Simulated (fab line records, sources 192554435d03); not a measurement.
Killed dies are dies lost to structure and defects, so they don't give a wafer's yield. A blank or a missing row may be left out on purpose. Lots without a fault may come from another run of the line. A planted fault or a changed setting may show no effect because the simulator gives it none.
fab line records | flow n5_finfet
record lots=24 wafers=72 last_day=18
route steps=1938 shown BEOL_M3@968 BEOL_M4@1024
lots that met no fault: from a run of the same line without faults
start_h: hours from the record's first day to the start of the lot's first wafer shown | wait_h: hours since the lot's step before | " the same as in the row above | L1.1+2: a row that stands for several wafers | - no value, or no start given | * or withheld: withheld | < > ~ a bound
route shown NAME@n: a module of which the file shows steps, and the number in the route of the first | usual: mean/standard deviation of fault-free wafers | same: alike in all rows | chamber/n: place in a boat | sites: the reading at each site | _std_site: their standard deviation | _edge_site: outer sites' mean less inner sites' | radius_mm: how far each site lies from the wafer's centre | mask NAME#n: copy n | behind: the tool/chamber that last shaped the wafer | hold: why the lot was held/for how many hours/how that ended | device: the transistor (n, p or np) that didn't switch | end of line: the same wafers' tests at the end of the route | a step without rows: its recipe alone | killed: dies lost to structure and defects at the first sort, not the wafer's yield | map: a wafer's dies, x killed, . not, _ none there
set.NAME: the setting as run; set.NAME@STEP: as run at that earlier step | model.NAME: the simulator's own value behind a step, which no gauge read
steps of the route over a sample of lots; a table a step, a row a wafer
services: from which hour (start_h, from the record's first day; less than 0 if before it) a tool's chamber was out of use, for how many hours, and why
## steps
# step N5_BEOL_M3_INSPECT_30
# recipe mode=adi inspect_instrument=brightfield
# usual raw_defect_count=397/84
# columns lot.wafer tool chamber start_h wait_h raw_defect_count
L074.1 defect_inspect-01 - 162.29 0.1 580
L074.2 " - " " 416
L074.3 " - " " 553
L075.1 defect_inspect-02 - 165.50 0.1 499
L075.5 " - " " 492
L075.6 " - " " 460
L077.1 defect_inspect-01 - 169.53 0.1 286
L077.5 " - " " 246
L077.6 " - " " 307
L076.1 defect_inspect-01 - 170.71 0.1 310
L076.3 " - " " 307
L076.4 " - " " 373
L078.3 defect_inspect-02 - 175.85 0.0 488
L078.4 " - " " 354
L078.6 " - " " 426
L079.2 defect_inspect-01 - 176.96 0.0 359
L079.3 " - " " 322
L079.4 " - " " 391
L080.1 defect_inspect-01 - 179.65 0.1 400
L080.3 " - " " 357
L080.5 " - " " 313
L081.1 defect_inspect-01 - 193.97 0.1 427
L081.4 " - " " 432
L081.6 " - " " 455
L083.2 defect_inspect-02 - 200.75 0.0 315
L083.5 " - " " 399
L083.6 " - " " 481
L082.1 defect_inspect-02 - 208.43 0.1 296
L082.4 " - " " 337
L082.5 " - " " 385
L084.1 defect_inspect-01 - 230.38 0.1 398
L084.4 " - " " 251
L084.5 " - " " 312
L085.1 defect_inspect-01 - 232.27 0.1 408
L085.4 " - " " 378
L085.6 " - " " 378
L086.1 defect_inspect-01 - 233.48 0.1 228
L086.4 " - " " 237
L086.5 " - " " 195
L087.3 defect_inspect-02 - 241.04 0.0 403
L087.4 " - " " 434
L087.6 " - " " 402
L089.1 defect_inspect-02 - 241.94 0.1 440
L089.2 " - " " 387
L089.4 " - " " 489
L088.1 defect_inspect-01 - 244.77 0.1 503
L088.2 " - " " 421
L088.6 " - " " 422
L090.1 defect_inspect-02 - 244.97 0.1 304
L090.2 " - " " 403
L090.3 " - " " 386
L092.1 defect_inspect-02 - 258.75 0.1 667
L092.2 " - " " 605
L092.3 " - " " 521
L091.1 defect_inspect-02 - 262.92 0.1 421
L091.4 " - " " 347
L091.6 " - " " 375
L093.3 defect_inspect-02 - 266.99 0.0 382
L093.4 " - " " 352
L093.6 " - " " 339
L094.1 defect_inspect-01 - 269.43 0.1 449
L094.4 " - " " 388
L094.6 " - " " 397
L095.2 defect_inspect-02 - 276.27 0.0 366
L095.3 " - " " 526
L095.6 " - " " 507
L096.1 defect_inspect-02 - 285.09 0.1 434
L096.2 " - " " 365
L096.5 " - " " 352
L097.1 defect_inspect-02 - 305.54 0.1 379
L097.4 " - " " 493
L097.6 " - " " 349
# step N5_BEOL_M3_ETCHBACK_99
# recipe chemistry=CHF3 target=SiO2 target_depth_a=50 time_s=10.4 source_w=215 bias_w=47 Ar_flow_sccm=200 CHF3_flow_sccm=12 ion_energy_ev=100 pressure_mtorr=30
# usual drypump_motor_current_A=5.7/0.32 oes_product_au=0.79/0.081 rf_vpp_V=240.4/2.2 showerhead_plenum_p_Torr=2.14/0.098 throttle_valve_pct=17.14/0.26
# columns lot.wafer tool chamber start_h wait_h drypump_motor_current_A oes_product_au rf_hours_counter_h rf_vpp_V showerhead_plenum_p_Torr throttle_valve_pct
L074.1 rie_diel-05 3 163.92 1.4 5.6 0.95 9 241.5 2.12 16.87
L074.2 " 0 " " 6.1 0.72 158 241.1 2.16 17.10
L074.3 " 2 " " 6.0 0.72 200 240.1 2.22 16.87
L075.1 rie_diel-06 1 176.82 11.1 5.9 0.76 135 239.8 1.99 17.43
L075.5 " 1 " " 5.9 0.77 - 241.1 1.99 17.47
L075.6 " 0 " " 5.7 0.81 - 239.9 2.26 17.09
L077.1 rie_diel-02 2 181.78 12.0 5.5 0.79 110 240.1 2.08 16.97
L077.5 " 2 " " 5.5 0.79 - 240.0 2.08 16.97
L077.6 " 3 " " 5.5 0.75 - 242.6 2.14 17.13
L076.1 rie_diel-05 1 182.71 11.8 5.2 0.91 25 236.0 2.11 16.99
L076.3 " 3 " " 5.6 0.95 14 241.2 2.12 16.87
L076.4 " 0 " " 6.2 0.73 163 241.0 2.16 17.11
L078.3 rie_diel-05 0 188.10 12.0 6.1 0.73 164 242.5 2.16 17.10
L078.4 " 2 " " 6.0 0.72 206 240.5 2.22 16.89
L078.6 " 1 " " 5.2 0.89 - 236.9 2.11 16.99
L079.2 rie_diel-06 3 188.17 10.3 5.3 0.99 2 242.7 2.30 16.63
L079.3 " 2 " " 5.8 0.72 168 235.9 2.06 17.41
L079.4 " 0 " " 5.7 0.80 107 239.6 2.26 17.10
L080.1 rie_diel-02 0 191.97 12.0 5.4 0.70 241 239.5 2.21 17.13
L080.3 " 2 " " 5.5 0.77 112 239.1 2.08 16.96
L080.5 " 3 " " 5.5 0.74 - 244.1 2.14 17.16
L081.1 rie_diel-02 1 201.21 6.5 6.3 0.78 107 240.3 2.26 17.39
L081.4 " 3 " " 5.5 0.75 165 242.4 2.14 17.15
L081.6 " 3 " " 5.4 0.74 - 241.3 2.14 17.16
L083.2 rie_diel-06 0 206.31 5.3 5.7 0.80 112 239.5 2.25 17.12
L083.5 " 1 " " 5.9 0.76 - 241.5 1.98 17.47
L083.6 " 2 " " 5.9 0.72 - 236.5 2.06 17.43
L082.1 rie_diel-06 2 220.43 11.1 5.9 0.71 176 237.0 2.06 17.40
L082.4 " 0 " " 5.7 0.79 116 240.2 2.25 17.12
L082.5 " 0 " " 5.7 0.81 - 240.2 2.25 17.12
L084.1 rie_diel-06 3 231.01 0.4 5.3 0.94 15 243.3 2.29 16.66
L084.4 " 1 " " 6.0 0.75 150 240.4 1.98 17.48
L084.5 " 1 " " 5.9 0.75 - 240.9 1.98 17.48
L085.1 rie_diel-06 2 235.34 2.9 5.9 0.72 180 238.6 2.06 17.42
L085.4 " 3 " " 5.3 0.96 16 243.1 2.29 16.65
L085.6 " 2 " " 5.9 0.73 - 237.7 2.06 17.44
L086.1 rie_diel-06 0 239.16 5.3 5.7 0.80 121 238.5 2.25 17.12
L086.4 " 2 " " 5.9 0.71 182 236.1 2.06 17.43
L086.5 " 1 " " 5.9 0.75 - 242.6 1.98 17.47
L087.3 rie_diel-02 2 246.17 4.5 5.5 0.76 133 239.2 2.07 16.99
L087.4 " 1 " " 6.4 0.77 - 242.5 2.25 17.43
L087.6 " 3 " " 5.5 0.73 - 242.4 2.13 17.19
L089.1 rie_diel-06 1 246.30 3.6 5.9 0.76 154 242.9 1.98 17.48
L089.2 " 2 " " 5.9 0.72 184 236.8 2.06 17.44
L089.4 " 3 " " 5.3 0.94 20 243.4 2.29 16.65
L088.1 rie_diel-02 1 249.66 4.4 6.3 0.77 120 242.6 2.25 17.42
L088.2 " 2 " " 5.5 0.76 134 240.5 2.07 16.99
L088.6 " 2 " " 5.5 0.75 - 239.6 2.07 17.01
L090.1 rie_diel-06 2 253.10 7.8 5.8 0.70 185 236.7 2.05 17.43
L090.2 " 1 " " 5.9 0.75 156 240.6 1.98 17.49
L090.3 " 3 " " 5.3 0.93 22 242.6 2.29 16.66
L092.1 rie_diel-05 2 259.57 0.5 6.0 0.69 227 240.0 2.21 16.94
L092.2 " 3 " " 5.6 0.89 39 242.1 2.11 16.94
L092.3 " 1 " " 5.2 0.85 46 235.6 2.10 17.02
L091.1 rie_diel-02 2 273.45 10.3 5.5 0.76 142 239.1 2.07 17.02
L091.4 " 3 " " 5.5 0.72 190 241.6 2.13 17.20
L091.6 " 1 " " 6.3 0.76 - 240.3 2.25 17.41
L094.1 rie_diel-05 1 278.71 9.1 5.2 0.84 52 236.5 2.10 17.03
L094.4 " 0 " " 6.2 0.70 191 239.9 2.15 17.17
L094.6 " 0 " " 6.2 0.72 - 240.7 2.15 17.16
L093.3 rie_diel-05 3 283.03 15.8 5.6 0.88 46 243.0 2.11 16.94
L093.4 " 2 " " 6.0 0.69 235 240.8 2.21 16.94
L093.6 " 3 " " 5.6 0.88 - 240.6 2.11 16.96
L095.2 rie_diel-06 2 286.45 10.0 5.9 0.70 195 237.3 2.05 17.47
L095.3 " 0 " " 5.8 0.79 136 239.9 2.25 17.16
L095.6 " 2 " " 5.9 0.70 - 237.2 2.05 17.46
L096.1 rie_diel-06 2 296.82 11.5 5.9 0.70 199 237.1 2.05 17.47
L096.2 " 1 " " 6.0 0.74 169 242.1 1.98 17.51
L096.5 " 3 " " 5.3 0.90 - 244.2 2.29 16.69
L097.1 rie_diel-02 1 306.50 0.6 6.4 0.76 137 241.0 2.25 17.44
L097.4 " 0 " " 5.4 0.94 16 240.2 2.20 16.73
L097.6 " 0 " " 5.4 0.92 - 238.8 2.20 16.72
# step N5_BEOL_M3_ANNEAL_82
# recipe temp_c=400 time_s=240 ambient=vacuum
# usual heater_power_w=821/93
# columns lot.wafer tool chamber start_h wait_h heater_power_w
L074.1 pvd_sputter-01 - 166.26 0.0 705
L074.2 " - " " 912
L074.3 " - " " 950
L075.1 pvd_sputter-03 - 179.08 0.0 876
L075.5 " - " " 817
L075.6 " - " " 831
L077.1 pvd_sputter-02 - 184.22 0.0 924
L077.5 " - " " 782
L077.6 " - " " 885
L076.1 pvd_sputter-02 - 186.06 0.0 891
L076.3 " - " " 750
L076.4 " - " " 779
L078.3 pvd_sputter-01 - 190.66 0.0 948
L078.4 " - " " 727
L078.6 " - " " 952
L079.2 pvd_sputter-01 - 192.50 0.0 957
L079.3 " - " " 619
L079.4 " - " " 916
L080.1 pvd_sputter-03 - 195.17 0.0 826
L080.3 " - " " 855
L080.5 " - " " 819
L081.1 pvd_sputter-03 - 206.89 0.0 869
L081.4 " - " " 809
L081.6 " - " " 826
L083.2 pvd_sputter-01 - 208.51 0.0 920
L083.5 " - " " 612
L083.6 " - " " 926
L082.1 pvd_sputter-03 - 222.34 0.0 860
L082.4 " - " " 829
L082.5 " - " " 860
L084.1 pvd_sputter-03 - 234.60 0.0 903
L084.4 " - " " 841
L084.5 " - " " 818
L085.1 pvd_sputter-01 - 237.38 0.0 623
L085.4 " - " " 925
L085.6 " - " " 724
L086.1 pvd_sputter-03 - 241.17 0.0 872
L086.4 " - " " 834
L086.5 " - " " 855
L087.3 pvd_sputter-01 - 248.35 0.0 708
L087.4 " - " " 921
L087.6 " - " " 925
L089.1 pvd_sputter-02 - 248.94 0.0 718
L089.2 " - " " 804
L089.4 " - " " 784
L088.1 pvd_sputter-01 - 251.82 0.0 912
L088.2 " - " " 608
L088.6 " - " " 724
L090.1 pvd_sputter-02 - 255.00 0.0 743
L090.2 " - " " 899
L090.3 " - " " 705
L092.1 pvd_sputter-03 - 262.64 0.0 853
L092.2 " - " " 850
L092.3 " - " " 927
L091.1 pvd_sputter-02 - 277.42 0.0 708
L091.4 " - " " 887
L091.6 " - " " 908
L094.1 pvd_sputter-03 - 282.11 0.0 838
L094.4 " - " " 815
L094.6 " - " " 871
L093.3 pvd_sputter-03 - 285.25 0.0 891
L093.4 " - " " 854
L093.6 " - " " 850
L095.2 pvd_sputter-03 - 288.46 0.0 860
L095.3 " - " " 841
L095.6 " - " " 859
L096.1 pvd_sputter-02 - 299.02 0.0 927
L096.2 " - " " 786
L096.5 " - " " 734
L097.1 pvd_sputter-02 - 309.12 0.0 907
L097.4 " - " " 709
L097.6 " - " " 744
# step N5_BEOL_M3_ANNEAL_95
# recipe temp_c=400 time_s=240 ambient=vacuum
# usual heater_power_w=821/93
# columns lot.wafer tool chamber start_h wait_h heater_power_w
L074.1 pvd_sputter-01 - 167.36 0.0 707
L074.2 " - " " 910
L074.3 " - " " 924
L075.1 pvd_sputter-03 - 180.18 0.0 879
L075.5 " - " " 807
L075.6 " - " " 846
L077.1 pvd_sputter-02 - 185.32 0.0 900
L077.5 " - " " 798
L077.6 " - " " 901
L076.1 pvd_sputter-02 - 187.16 0.0 909
L076.3 " - " " 749
L076.4 " - " " 784
L078.3 pvd_sputter-01 - 191.76 0.0 918
L078.4 " - " " 730
L078.6 " - " " 919
L079.2 pvd_sputter-01 - 193.60 0.0 974
L079.3 " - " " 604
L079.4 " - " " 959
L080.1 pvd_sputter-03 - 196.27 0.0 826
L080.3 " - " " 829
L080.5 " - " " 848
L081.1 pvd_sputter-03 - 207.99 0.0 862
L081.4 " - " " 812
L081.6 " - " " 835
L083.2 pvd_sputter-01 - 209.61 0.0 950
L083.5 " - " " 625
L083.6 " - " " 939
L082.1 pvd_sputter-03 - 223.44 0.0 869
L082.4 " - " " 832
L082.5 " - " " 865
L084.1 pvd_sputter-03 - 235.70 0.0 886
L084.4 " - " " 820
L084.5 " - " " 826
L085.1 pvd_sputter-01 - 238.48 0.0 618
L085.4 " - " " 931
L085.6 " - " " 704
L086.1 pvd_sputter-03 - 242.27 0.0 881
L086.4 " - " " 846
L086.5 " - " " 861
L087.3 pvd_sputter-01 - 249.45 0.0 713
L087.4 " - " " 928
L087.6 " - " " 924
L089.1 pvd_sputter-02 - 250.04 0.0 725
L089.2 " - " " 775
L089.4 " - " " 760
L088.1 pvd_sputter-01 - 252.92 0.0 919
L088.2 " - " " 623
L088.6 " - " " 726
L090.1 pvd_sputter-02 - 256.10 0.0 750
L090.2 " - " " 907
L090.3 " - " " 717
L092.1 pvd_sputter-03 - 263.74 0.0 812
L092.2 " - " " 822
L092.3 " - " " 912
L091.1 pvd_sputter-02 - 278.52 0.0 727
L091.4 " - " " 912
L091.6 " - " " 897
L094.1 pvd_sputter-03 - 283.21 0.0 839
L094.4 " - " " 840
L094.6 " - " " 882
L093.3 pvd_sputter-03 - 286.35 0.0 882
L093.4 " - " " 861
L093.6 " - " " 888
L095.2 pvd_sputter-03 - 289.56 0.0 851
L095.3 " - " " 813
L095.6 " - " " 869
L096.1 pvd_sputter-02 - 300.12 0.0 897
L096.2 " - " " 785
L096.5 " - " " 739
L097.1 pvd_sputter-02 - 310.22 0.0 883
L097.4 " - " " 723
L097.6 " - " " 744
# step N5_BEOL_M3_ANNEAL_51
# recipe temp_c=225 time_s=90 ambient=N2
# usual wafer_temp_C_max=225.8/0.33
# columns lot.wafer tool chamber start_h wait_h wafer_temp_C_max
L074.1 rtp_anneal-01 0 167.69 0.1 225.3
L074.2 " 0 " " 225.7
L074.3 " 0 " " 225.9
L075.1 rtp_anneal-02 0 180.51 0.1 225.9
L075.5 " 0 " " 226.0
L075.6 " 0 " " 225.8
L077.1 rtp_anneal-02 0 185.65 0.1 226.5
L077.5 " 0 " " 226.2
L077.6 " 0 " " 226.2
L076.1 rtp_anneal-02 0 187.49 0.1 226.2
L076.3 " 0 " " 225.9
L076.4 " 0 " " 226.3
L078.3 rtp_anneal-01 0 192.19 0.1 225.5
L078.4 " 0 " " 225.7
L078.6 " 0 " " 225.7
L079.2 rtp_anneal-02 0 194.09 0.2 225.5
L079.3 " 0 " " 225.9
L079.4 " 0 " " 226.0
L080.1 rtp_anneal-01 0 196.61 0.1 225.5
L080.3 " 0 " " 225.6
L080.5 " 0 " " 225.7
L081.1 rtp_anneal-02 0 208.38 0.1 225.9
L081.4 " 0 " " 226.2
L081.6 " 0 " " 226.1
L083.2 rtp_anneal-01 0 209.99 0.1 225.6
L083.5 " 0 " " 225.5
L083.6 " 0 " " 225.4
L082.1 rtp_anneal-01 0 223.77 0.1 225.7
L082.4 " 0 " " 225.5
L082.5 " 0 " " 225.8
L084.1 rtp_anneal-01 0 236.04 0.1 226.0
L084.4 " 0 " " 225.8
L084.5 " 0 " " 225.8
L085.1 rtp_anneal-02 0 238.89 0.1 225.7
L085.4 " 0 " " 226.2
L085.6 " 0 " " 226.2
L086.1 rtp_anneal-01 0 242.60 0.1 225.6
L086.4 " 0 " " 225.6
L086.5 " 0 " " 225.9
L087.3 rtp_anneal-02 0 249.87 0.1 225.8
L087.4 " 0 " " 226.1
L087.6 " 0 " " 225.8
L089.1 rtp_anneal-01 0 250.37 0.1 225.6
L089.2 " 0 " " 225.7
L089.4 " 0 " " 225.7
L088.1 rtp_anneal-02 0 253.25 0.1 226.1
L088.2 " 0 " " 226.3
L088.6 " 0 " " 226.1
L090.1 rtp_anneal-01 0 256.58 0.2 225.5
L090.2 " 0 " " 225.3
L090.3 " 0 " " 225.2
L092.1 rtp_anneal-01 0 264.08 0.1 225.3
L092.2 " 0 " " 225.6
L092.3 " 0 " " 226.1
L091.1 rtp_anneal-02 0 278.85 0.1 226.2
L091.4 " 0 " " 225.8
L091.6 " 0 " " 226.2
L094.1 rtp_anneal-01 0 283.58 0.1 225.7
L094.4 " 0 " " 225.5
L094.6 " 0 " " 225.5
L093.3 rtp_anneal-02 0 286.78 0.1 225.3
L093.4 " 0 " " 226.1
L093.6 " 0 " " 225.9
L095.2 rtp_anneal-02 0 289.94 0.1 226.2
L095.3 " 0 " " 225.8
L095.6 " 0 " " 226.3
L096.1 rtp_anneal-01 0 300.45 0.1 225.9
L096.2 " 0 " " 225.7
L096.5 " 0 " " 225.7
L097.1 rtp_anneal-01 0 310.56 0.1 225.4
L097.4 " 0 " " 225.2
L097.6 " 0 " " 225.4
# step N5_BEOL_M4_HM_DEP_02
# recipe material=TiN target_thk_a=200 temp_c=25 chamber_pressure_pa=0.49996
# usual throttle_valve_pct=30.1/1.1
# columns lot.wafer tool chamber start_h wait_h throttle_valve_pct
L074.1 pvd_sputter-03 - 169.07 0.3 31.3
L074.2 " - " " 30.6
L074.3 " - " " 28.4
L075.1 pvd_sputter-02 - 182.52 1.0 29.8
L075.5 " - " " 30.4
L075.6 " - " " 28.3
L077.1 pvd_sputter-02 - 187.98 1.3 31.1
L077.5 " - " " 28.8
L077.6 " - " " 30.6
L076.1 pvd_sputter-01 - 189.16 0.6 29.7
L076.3 " - " " 32.2
L076.4 " - " " 29.5
L078.3 pvd_sputter-02 - 193.66 0.5 30.6
L078.4 " - " " 28.2
L078.6 " - " " 31.2
L079.2 pvd_sputter-02 - 195.96 0.9 30.5
L079.3 " - " " 28.1
L079.4 " - " " 30.9
L080.1 pvd_sputter-01 - 199.18 1.5 31.8
L080.3 " - " " 30.0
L080.5 " - " " 29.6
L081.1 pvd_sputter-03 - 210.57 1.1 28.7
L081.4 " - " " 30.0
L081.6 " - " " 30.0
L083.2 pvd_sputter-03 - 211.75 0.7 30.6
L083.5 " - " " 30.4
L083.6 " - " " 30.1
L082.1 pvd_sputter-03 - 225.60 0.8 30.3
L082.4 " - " " 31.1
L082.5 " - " " 29.8
L084.1 pvd_sputter-01 - 239.32 2.2 30.0
L084.4 " - " " 29.6
L084.5 " - " " 29.8
L085.1 pvd_sputter-02 - 239.96 0.0 31.5
L085.4 " - " " 30.5
L085.6 " - " " 28.2
L086.1 pvd_sputter-02 - 243.76 0.1 28.3
L086.4 " - " " 29.8
L086.5 " - " " 28.0
L087.3 pvd_sputter-03 - 250.86 0.0 31.5
L087.4 " - " " 28.4
L087.6 " - " " 30.0
L089.1 pvd_sputter-03 - 253.18 1.8 30.3
L089.2 " - " " 30.6
L089.4 " - " " 31.6
L088.1 pvd_sputter-03 - 256.20 1.9 31.3
L088.2 " - " " 30.2
L088.6 " - " " 28.7
L090.1 pvd_sputter-02 - 257.72 0.1 31.2
L090.2 " - " " 30.7
L090.3 " - " " 29.6
L092.1 pvd_sputter-01 - 266.01 0.9 30.0
L092.2 " - " " 29.5
L092.3 " - " " 32.0
L091.1 pvd_sputter-02 - 279.98 0.1 30.8
L091.4 " - " " 31.4
L091.6 " - " " 28.3
L094.1 pvd_sputter-03 - 286.57 1.9 30.6
L094.4 " - " " 31.4
L094.6 " - " " 31.6
L093.3 pvd_sputter-02 - 289.44 1.7 28.3
L093.4 " - " " 31.2
L093.6 " - " " 29.6
L095.2 pvd_sputter-03 - 291.45 0.4 30.0
L095.3 " - " " 28.4
L095.6 " - " " 30.1
L096.1 pvd_sputter-03 - 302.58 1.1 31.1
L096.2 " - " " 29.9
L096.5 " - " " 31.4
L097.1 pvd_sputter-03 - 312.38 0.8 31.4
L097.4 " - " " 29.9
L097.6 " - " " 30.5
## services
# columns tool chamber start_h hours kind
rie_diel-06 0 151.75 8.8 repair
rie_diel-06 3 160.69 - clean
rie_diel-06 3 160.69 - consumable_replace:focus_ring
rie_diel-06 3 160.69 - consumable_replace:showerhead
rie_diel-06 3 160.69 18.1 scheduled_down
rie_diel-06 3 160.69 18.1 vent_cycle
rtp_anneal-01 - 172.14 1.0 pm
rie_diel-06 1 185.66 1.9 repair
rie_diel-02 2 186.31 1.2 repair
rie_diel-02 - 211.42 0.1 repair
rie_diel-02 0 219.73 - clean
rie_diel-02 0 219.73 - consumable_replace:focus_ring
rie_diel-02 1 234.79 10.1 repair
pvd_sputter-03 - 271.86 1.3 repair
rie_diel-05 0 290.58 14.1 repair
## key
fault none
